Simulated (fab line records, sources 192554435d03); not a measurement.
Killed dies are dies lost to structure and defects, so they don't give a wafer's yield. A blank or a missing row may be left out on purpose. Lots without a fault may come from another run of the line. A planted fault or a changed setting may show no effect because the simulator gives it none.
Chamber matching | flow n5_finfet | N5_BEOL_M8_ILD_DEP_00 on pecvd-02: 3 sister chambers
The step deposits SiCOH lowk from DEMS/porogen, target thk 179.75 nm, time 33.4 s. 20 wafers are shown with their chamber, then 10 later ones without.

WAFERS WITH THEIR CHAMBER
wafer  | chamber | heater_power_outer_w (W) | heater_power_w (W) | showerhead_plenum_p_Torr (Torr)
L075.2 | 0       | 90                       | 271                | 5.737
L075.5 | 0       | 93                       | 270                | 5.757
L075.6 | 2       | 149                      | 304                | 5.770
L077.1 | 2       | 171                      | 332                | 5.775
L077.3 | 2       | 174                      | 338                | 5.765
L077.6 | 2       | 172                      | 330                | 5.764
L079.1 | 2       | 175                      | 348                | 5.785
L079.3 | 2       | 173                      | 356                | 5.766
L079.4 | 0       | 127                      | 324                | 5.746
L081.2 | 2       | 154                      | 315                | 5.778
L081.3 | 0       | 114                      | 303                | 5.757
L081.5 | 0       | 118                      | 308                | 5.744
L087.1 | 0       | 94                       | 273                | 5.741
L087.2 | 1       | 221                      | 414                | 5.743
L087.4 | 1       | 227                      | 420                | 5.750
L090.1 | 0       | 98                       | 278                | 5.738
L090.2 | 2       | 182                      | 345                | 5.771
L090.6 | 0       | 104                      | 293                | 5.747
L091.2 | 0       | 76                       | 251                | 5.744
L091.3 | 2       | 146                      | 306                | 5.774

SIGNATURES (means of the wafers above)
reading                  | chamber 0 | chamber 1 | chamber 2 | scatter within a chamber
heater_power_outer_w     | 101.56    | 224.00    | 166.22    | 14.1
heater_power_w           | 285.67    | 417.00    | 330.44    | 20.3
showerhead_plenum_p_Torr | 5.74567   | 5.74650   | 5.77200   | 0.00693
Rule: a wafer's distance from a chamber is the root of the sum, over the readings, of the square of ((its reading less the chamber's mean) divided by the reading's scatter). The wafer belongs to the nearest chamber; if the next one is less than 2 further off, it can't be placed. The scatter: the root of (the sum of the squares of (reading less its chamber's mean) over the shown wafers, divided by (wafers less chambers)).

WAFERS WITHOUT THEIR CHAMBER
wafer  | heater_power_outer_w (W) | heater_power_w (W) | showerhead_plenum_p_Torr (Torr)
L091.4 | 81                       | 256                | 5.753
L092.2 | 186                      | 353                | 5.747
L092.4 | 187                      | 365                | 5.751
L092.6 | 180                      | 346                | 5.776
L096.1 | 182                      | 358                | 5.743
L096.3 | 157                      | 317                | 5.756
L096.5 | 77                       | 250                | 5.741
L097.1 | 131                      | 328                | 5.747
L097.4 | 172                      | 326                | 5.753
L097.5 | 191                      | 376                | 5.749

WHICH CHAMBER EACH WENT THROUGH
wafer  | from the rows above     | in truth
L091.4 | 0                       | 0
L092.2 | can't be placed: 2 or 1 | 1
L092.4 | can't be placed: 1 or 2 | 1
L092.6 | 2                       | 2
L096.1 | can't be placed: 1 or 2 | 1
L096.3 | can't be placed: 2 or 0 | 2
L096.5 | 0                       | 0
L097.1 | can't be placed: 0 or 2 | 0
L097.4 | 2                       | 2
L097.5 | can't be placed: 1 or 2 | 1
Placed correctly: 4 of 10. Can't be placed from these rows: 6 (the true chamber is among the candidates in 6). Placed wrongly: 0.
